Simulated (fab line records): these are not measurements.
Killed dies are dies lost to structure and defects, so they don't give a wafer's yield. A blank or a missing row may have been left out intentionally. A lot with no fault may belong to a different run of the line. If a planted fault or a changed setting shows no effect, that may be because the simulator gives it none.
Struck lot and sound lot, side by side -- flow nand_harc -- 40 out of 1159 route steps
Sound: wafers L687.1, L687.2, L687.4. Struck: wafers L688.3, L688.4, L688.6. The cause is given at the end.
For every step that has rows: the tool of each side, followed by ch and its chambers, followed by its first start. Under that, the readings that differ: sound wafers -- struck wafers -- difference of the means -- sigmas: that difference in standard deviations of wafers without a fault.
alike: words and numbers the same on both sides, and readings whose means are apart by under 2 such deviations; not compared: readings that were withheld, readings missing a value for some wafer, numbers with overlapping values and no deviation given by the record, and bounds like >300 which may hide the same value.
A row with sigmas, a row that says differs or no value, or rows on one side alone: a step with any of these is where the two part. When numbers do not overlap yet have no deviation, they are printed without sigmas and do not part them. A reading that every wafer of one side lacks parts them only if that side has two wafers or more.

NHARC_A_M0_OVL_MEAS_10: pitch 160 nm.
  sound: overlay-02 at day 17 22:03; struck: overlay-01 at day 18 04:51
  alike: overlay_x_nm, overlay_y_nm
NHARC_A_M0_INSPECT_11:
  sound: defect_inspect-02 at day 17 22:05; struck: defect_inspect-02 at day 18 04:53
  alike: raw_defect_count
then, 3 steps without rows for these wafers: NHARC_A_M0_DESCUM_14 (chemistry O2, time 3 s); NHARC_A_M0_ETCH_34 (etches the open film in N2/H2, target depth 40 nm, overetch 12 nm, time 43.94 s); NHARC_A_M0_ETCH_15 (etches the open film in C4F8/Ar, target depth 150 nm, overetch 15 nm, time 82.5 s).
NHARC_A_M0_CD_MEAS_16:
  sound: cd_sem-03 at day 17 22:27; struck: cd_sem-02 at day 18 05:15
  alike: cd_nm
NHARC_A_M0_STRIP_18: strips in N2/H2.
  sound on rie_diel-04 ch 1,2,3, day 17 22:33; struck on rie_diel-11 ch 0,2,3, day 18 05:22
  alike: drypump_motor_current_A, oes_product_au, rf_vpp_V, showerhead_plenum_p_Torr, throttle_valve_pct
  not compared: rf_hours_counter_h
then, 5 steps without rows for these wafers: NHARC_A_M0_STRIP_19 (strips in post etch residue remover, time 600 s); NHARC_A_M0_DEGAS_28 (time 60 s); NHARC_A_M0_PRE_CLEAN_29 (time 30 s); NHARC_A_M0_PVD_20 (deposits TaN, target thk 5 nm, time 8.06 s); NHARC_A_M0_PVD_21 (deposits Cu, target thk 30 nm, time 20.49 s).
NHARC_A_M0_ECD_22: material Cu, target thk 400 nm.
  sound on ecd_cu-01 ch 0,1, day 17 23:26; struck on ecd_cu-01 ch 0,1, day 18 06:20
NHARC_A_M0_ANNEAL_30: time 90 s.
  sound on rtp_anneal-01 ch 0, day 17 23:49; struck on rtp_anneal-01 ch 0, day 18 06:43
  alike: wafer_temp_C_max
NHARC_A_M0_CMP_23: polishes, t overpolish 20 s, target thk 113.75 nm.
  sound on cmp-02 ch 0,2,3, day 18 00:08; struck on cmp-03 ch 1,2, day 18 06:58
  alike: motor_current_A, time_to_endpoint_s
NHARC_A_M0_THK_MEAS_24: measures by xrf.
  sound: film_metro-02 at day 18 00:28; struck: film_metro-02 at day 18 07:17
  alike: thk_nm
then, 13 steps without rows for these wafers: NHARC_A_M0_SRD_25; NHARC_A_M0_PRE_CLEAN_31 (time 12 s); NHARC_A_M0_DEP_32 (deposits SiCN, target thk 30 nm); NHARC_A_M1_DEP_00 (deposits SiOC, target thk 182.5 nm); NHARC_A_M1_DEHYDRATE_01 (time 120 s); NHARC_A_M1_HMDS_02 (time 30 s); NHARC_A_M1_COAT_34 (time 65 s); NHARC_A_M1_COAT_03 (resist thk 90 nm); NHARC_A_M1_SOFTBAKE_04 (time 55 s); NHARC_A_M1_EBR_05; NHARC_A_M1_EXPOSE_06 (exposes mask A M1, target cd 120 nm); NHARC_A_M1_PEB_07 (peb time 65 s); NHARC_A_M1_DEVELOP_08 (develop time 35 s).
NHARC_A_M1_CD_MEAS_09: the cd target is 120 nm.
  sound on cd_sem-03 ch 0, day 18 02:06; struck on cd_sem-03 ch 0, day 18 08:52
  alike: cd_nm
NHARC_A_M1_OVL_MEAS_10: pitch 240 nm.
  sound: overlay-02 at day 18 02:11; struck: overlay-01 at day 18 08:57
  alike: overlay_x_nm, overlay_y_nm
NHARC_A_M1_DESCUM_14: chemistry O2, time 3 s.
  sound on rie_diel-02 ch 0,1,3, day 18 02:18; struck on rie_diel-02 ch 0,1,3, day 18 09:03
  alike: drypump_motor_current_A, oes_product_au, rf_vpp_V, showerhead_plenum_p_Torr, throttle_valve_pct
  not compared: rf_hours_counter_h
then, 2 steps without rows for these wafers: NHARC_A_M1_ETCH_35 (etches the open film in N2/H2, target depth 40 nm, overetch 12 nm, time 43.94 s); NHARC_A_M1_ETCH_15 (etches the open film in C4F8/Ar, target depth 182.5 nm, time 91.2 s).
NHARC_A_M1_CD_MEAS_16:
  sound: cd_sem-03 at day 18 02:36; struck: cd_sem-03 at day 18 09:22
  alike: cd_nm
then, 3 steps without rows for these wafers: NHARC_A_M1_STRIP_18 (strips in N2/H2); NHARC_A_M1_ETCH_28 (etches the open film in CF4/N2, target depth 30 nm, time 72.99 s); NHARC_A_M1_STRIP_19 (strips in post etch residue remover, time 600 s).
NHARC_A_M1_DEGAS_29: time 60 s.
  sound: pvd_sputter-03 at day 18 03:20; struck: pvd_sputter-02 at day 18 10:05
  alike: heater_power_w, susceptor_temp_C
-- jump in the record: it breaks off in module A_M1 and resumes in module END (first step shown: number 1159 of the route), and 2 days separate the struck wafers' starts before and after --
NHARC_END_SORT_01:
  at this point the record logs the struck wafers (prober-02 ch 0, day 20 18:17) and has no rows for the sound ones

## WHERE THEY PART
Only at NHARC_END_SORT_01, within this record.

WHY: what had been put in by the simulator
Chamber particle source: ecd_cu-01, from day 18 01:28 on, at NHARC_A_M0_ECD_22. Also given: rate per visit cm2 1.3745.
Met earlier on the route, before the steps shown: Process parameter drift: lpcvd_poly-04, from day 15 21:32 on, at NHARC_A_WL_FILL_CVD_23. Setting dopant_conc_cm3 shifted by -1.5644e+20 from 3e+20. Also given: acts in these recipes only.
